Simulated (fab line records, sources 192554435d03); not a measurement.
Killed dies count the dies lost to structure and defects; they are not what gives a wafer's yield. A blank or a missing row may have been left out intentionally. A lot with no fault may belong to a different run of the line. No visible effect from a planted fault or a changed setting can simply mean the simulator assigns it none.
Chamber matching	flow n5-finfet	N5_SDB_CMP_30 on cmp-04 has 4 sister chambers
The step polishes, stops on poly-Si, t overpolish 1.54 s, target thk 30 nm. 8 wafers are shown with their chamber, then 8 later ones without.

## WAFERS PAIRED WITH THEIR CHAMBERS
wafer	chamber	motor-current-A (A)	overpolish-run-s (s)
L075.6	0	12.5	1.540
L076.3	2	11.0	1.539
L077.4	3	12.5	1.541
L077.5	3	12.4	1.555
L078.1	1	11.3	1.546
L078.3	2	11.2	1.537
L078.5	0	11.7	1.534
L081.1	1	11.2	1.537

## WAFERS WITHOUT THEIR CHAMBER
wafer	motor-current-A (A)	overpolish-run-s (s)
L081.3	12.4	1.548
L081.6	10.9	1.534
L088.2	13.2	1.531
L088.3	11.3	1.555
L088.5	12.1	1.528
L097.1	12.1	1.537
L097.3	11.7	1.529
L097.5	13.5	1.546

## EACH ONE'S CHAMBER
wafer	from the rows above	in truth
L081.3	can't be placed: 3 or 0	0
L081.6	can't be placed: 2 or 1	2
L088.2	can't be placed: 3 or 0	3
L088.3	can't be placed: 1 or 2 or 0 or 3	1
L088.5	can't be placed: 0 or 3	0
L097.1	0	0
L097.3	can't be placed: 0 or 2 or 1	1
L097.5	can't be placed: 3 or 0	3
Correctly placed: 1 of 8. Unplaceable from these rows: 7, with the true chamber sitting among the candidates in 7. Number placed wrongly: 0.
How it was worked out, from the rows above alone: a wafer's distance from a chamber is the root of the sum, over the readings, of the square of ((its reading less the chamber's mean) divided by the reading's scatter). If the next closest chamber is less than 2 further off than the closest, the wafer can't be placed; otherwise it belongs to the closest. A chamber's mean is the mean of its shown wafers. How the scatter is found: for the shown wafers, subtract from each reading the mean of its chamber, square and add these, divide the total by (wafers less chambers), then take the root.
